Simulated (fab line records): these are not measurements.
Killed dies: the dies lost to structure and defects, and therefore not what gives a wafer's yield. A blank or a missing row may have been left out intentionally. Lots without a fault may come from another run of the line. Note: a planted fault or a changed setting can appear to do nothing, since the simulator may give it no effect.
Which tool did it?    flow nand harc    14 lots with 42 wafers sampled at 5 steps, on a route of 1302 steps

WHAT THE GAUGES SHOWED, per wafer
NHARC_A_ONON_D1_THK_MEAS_08: measures by ellipsometry. Usual: thk nm reads 1001 nm (standard deviation 8.7).
lot   measured      on             thk nm (nm)     flag
L420  day 7 19:23   film metro-02  1003 1002 1003  
L421  day 8 09:31   film metro-01  1009 1009 1007  
L423  day 9 00:55   film metro-02  999 1002 1002   
L425  day 9 17:35   film metro-02  999 998 997     
L426  day 10 06:13  film metro-02  986 985 985     
L428  day 11 09:17  film metro-02  1017 1015 1016  
L431  day 12 04:42  film metro-01  989 989 988     
L434  day 14 01:23  film metro-02  1001 1001 1002  
L435  day 14 01:26  film metro-01  998 997 997     
L436  day 14 10:22  film metro-01  1010 1009 1010  
L437  day 15 00:23  film metro-02  1007 1006 1006  
L438  day 15 00:23  film metro-02  1001 1001 1003  
L439  day 15 19:38  film metro-01  992 992 993     
L441  day 16 11:46  film metro-02  1002 1001 1003  

NHARC_A_ONON_D1_THK_MEAS_21: measures by ellipsometry. Usual: thk nm reads 1000 nm (standard deviation 9.7).
lot   measured      on             thk nm (nm)     flag
L420  day 8 04:52   film metro-01  994 998 996     
L421  day 8 19:37   film metro-02  996 996 997     
L423  day 9 10:13   film metro-02  1016 1014 1014  
L425  day 10 04:56  film metro-01  1013 1011 1011  
L426  day 10 15:58  film metro-01  997 997 998     
L428  day 11 19:22  film metro-01  1002 1000 1000  
L431  day 12 16:22  film metro-01  1005 1006 1005  
L434  day 14 11:08  film metro-02  1028 1029 1028  
L435  day 14 11:17  film metro-01  994 992 993     
L436  day 14 20:32  film metro-02  1003 1003 1002  
L437  day 15 13:40  film metro-02  1001 1000 1000  
L438  day 15 13:38  film metro-02  992 990 991     
L439  day 16 06:48  film metro-02  990 990 990     
L441  day 16 18:42  film metro-01  993 993 993     

NHARC_A_CHANNEL_HOLE_D1_OVL_MEAS_11. Usual: overlay x nm -0.1 nm, standard deviation 0.81; overlay y nm -0.1 nm, standard deviation 0.72.
lot   measured      on          overlay x nm (nm)  overlay y nm (nm)  flag
L420  day 8 11:32   overlay-02  -1.3 -1.0 -0.7     -0.8 -0.2 -0.7     
L421  day 9 01:09   overlay-02  -0.3 0.3 0.4       -0.6 -0.4 0.1      
L423  day 9 15:16   overlay-02  -0.3 -0.9 -0.7     -0.2 0.6 0.0       
L425  day 10 12:02  overlay-01  -0.7 -0.4 0.1      -0.3 -0.3 -0.8     
L426  day 10 20:51  overlay-02  0.0 -0.5 -0.1      0.5 0.5 0.7        
L428  day 12 00:53  overlay-01  0.3 0.6 0.3        0.3 0.3 0.3        
L431  day 12 23:50  overlay-01  1.1 0.7 0.5        -1.4 -1.9 -1.7     
L434  day 14 16:05  overlay-01  0.9 1.0 0.6        0.7 0.7 -0.1       
L435  day 14 17:56  overlay-02  -0.9 -0.7 -0.4     0.6 1.3 1.4        
L436  day 15 01:32  overlay-02  -0.3 -0.1 -0.3     -0.2 0.1 -0.5      
L437  day 15 18:34  overlay-02  0.5 0.8 0.4        1.4 1.6 1.2        
L438  day 15 18:46  overlay-02  0.0 -0.3 -0.5      0.0 0.4 0.1        
L439  day 16 12:16  overlay-02  -1.8 -2.0 -1.6     -0.7 0.2 -0.5      
L441  day 17 07:02  overlay-02  0.1 0.0 0.1        -0.4 -0.5 -0.2     

NHARC_A_CHANNEL_HOLE_D1_CD_MEAS_30. Usual: cd nm reads 90.6 nm (standard deviation 1.3).
lot   measured      on         cd nm (nm)      flag
L420  day 8 18:22   cd sem-02  90.6 90.1 88.7  
L421  day 9 08:00   cd sem-03  91.7 93.2 91.0  
L423  day 10 02:17  cd sem-02  90.8 91.2 90.0  
L425  day 10 18:50  cd sem-01  91.0 91.1 91.3  
L426  day 11 04:48  cd sem-01  89.4 91.0 89.5  
L428  day 12 08:03  cd sem-01  89.2 87.1 89.7  
L431  day 13 08:51  cd sem-01  92.1 91.9 92.8  
L434  day 14 22:53  cd sem-02  90.4 87.5 92.1  
L435  day 15 00:53  cd sem-02  2.7 0.6 1.8     OFF
L436  day 15 08:19  cd sem-01  2.7 0.8 2.7     OFF
L437  day 16 01:31  cd sem-01  90.7 92.4 91.2  
L438  day 16 01:44  cd sem-03  90.8 89.1 89.3  
L439  day 16 19:04  cd sem-02  93.8 91.9 92.3  
L441  day 17 20:39  cd sem-03  90.7 91.6 89.3  

WHAT TOOL EACH LOT RAN ON (gives the tool, then ch and the chambers of the sampled wafers, and finally the start)
lot   NHARC_A_CHANNEL_HOLE_D1_ETCH_23
L420  har etch-02 ch 0,1, day 8 14:30
L421  har etch-01 ch 0,1, day 9 04:00
L423  har etch-02 ch 1, day 9 19:26
L425  har etch-02 ch 0,1, day 10 14:45
L426  har etch-02 ch 0,1, day 11 00:56
L428  har etch-01 ch 0,1, day 12 03:58
L431  har etch-02 ch 0,1, day 13 05:05
L434  har etch-01 ch 0,1, day 14 18:55
L435  har etch-02 ch 0,1, day 14 20:47
L436  har etch-01 ch 0,1, day 15 04:16
L437  har etch-02 ch 0,1, day 15 21:40
L438  har etch-01 ch 0,1, day 15 21:37
L439  har etch-01 ch 0,1, day 16 15:20
L441  har etch-02 ch 0,1, day 17 16:34
- NHARC_A_CHANNEL_HOLE_D1_ETCH_23: etches the open film in C4F8/O2/Ar, time 819 s, target depth 1600 nm.

WHAT THE TOOLS THEMSELVES READ (means of the sampled wafers that have a number; where no wafer has one, the mark that the record gives instead)
NHARC_A_CHANNEL_HOLE_D1_ETCH_23. Usual: c4f8 flow sccm 89.31 sccm, standard deviation 0.27; chamber pressure mTorr 19.999 mTorr, standard deviation 0.02; drypump motor current A 5.9 A, standard deviation 0.47; oes air line au 0.996 a.u., standard deviation 0.018; showerhead plenum p Torr 3.60 Torr, standard deviation 0.12; throttle valve pct 32.155 %, standard deviation 0.0091.
lot   tool         c4f8 flow sccm (sccm)  chamber pressure mTorr (mTorr)  drypump motor current A (A)  oes air line au (a.u.)  showerhead plenum p Torr (Torr)  throttle valve pct (%)  flag
L420  har etch-02  89.36                  20.015                          5.8                          0.997                   3.55                             32.157                  
L421  har etch-01  89.18                  19.986                          5.7                          1.002                   3.69                             32.163                  
L423  har etch-02  88.98                  20.003                          5.6                          0.995                   3.56                             32.150                  
L425  har etch-02  89.42                  19.997                          5.8                          0.989                   3.53                             32.148                  
L426  har etch-02  89.44                  20.007                          5.8                          0.994                   3.53                             32.149                  
L428  har etch-01  89.48                  20.002                          6.1                          0.999                   3.63                             32.158                  
L431  har etch-02  89.36                  20.013                          6.0                          0.993                   3.50                             32.164                  
L434  har etch-01  89.48                  19.996                          6.1                          0.976                   3.61                             32.152                  
L435  har etch-02  -                      -                               -                            -                       -                                -                       OFF
L436  har etch-01  -                      -                               -                            -                       -                                -                       OFF
L437  har etch-02  89.28                  20.005                          6.0                          1.008                   3.48                             32.147                  
L438  har etch-01  89.44                  19.992                          5.7                          0.983                   3.64                             32.164                  
L439  har etch-01  89.50                  19.999                          5.7                          0.994                   3.64                             32.152                  
L441  har etch-02  89.29                  19.983                          6.0                          1.011                   3.93                             32.157                  

THE ANSWER, worked out from the rows above alone
Rule: a lot counts as off when the mean over its wafers that have a number is more than 3 standard deviations away from the usual mean. Also off: a lot with no number at a reading for which 4 or more lots have one. Where the step has rows for the other lots, those lots are counted as sound. First the gauges in route order, then the tools' own readings, where a lot's mean is used as printed above. At the first step where some lot is off, the reading lying furthest off is the one used; lots without a number count as furthest.
Off: L435, L436 (NHARC_A_CHANNEL_HOLE_D1_CD_MEAS_30, cd nm).
A tool fits if, at a process step before that reading, it ran every lot that is off, and no sound lot after the first of them. Not tried: the gauges at NHARC_A_CHANNEL_HOLE_D1_CD_MEAS_30; whatever is off there is also off at NHARC_A_CHANNEL_HOLE_D1_ETCH_23, on other tools, and gauge error can't account for it. Not one of the candidates tried fits.

WHAT THE SIMULATOR HAD PUT IN
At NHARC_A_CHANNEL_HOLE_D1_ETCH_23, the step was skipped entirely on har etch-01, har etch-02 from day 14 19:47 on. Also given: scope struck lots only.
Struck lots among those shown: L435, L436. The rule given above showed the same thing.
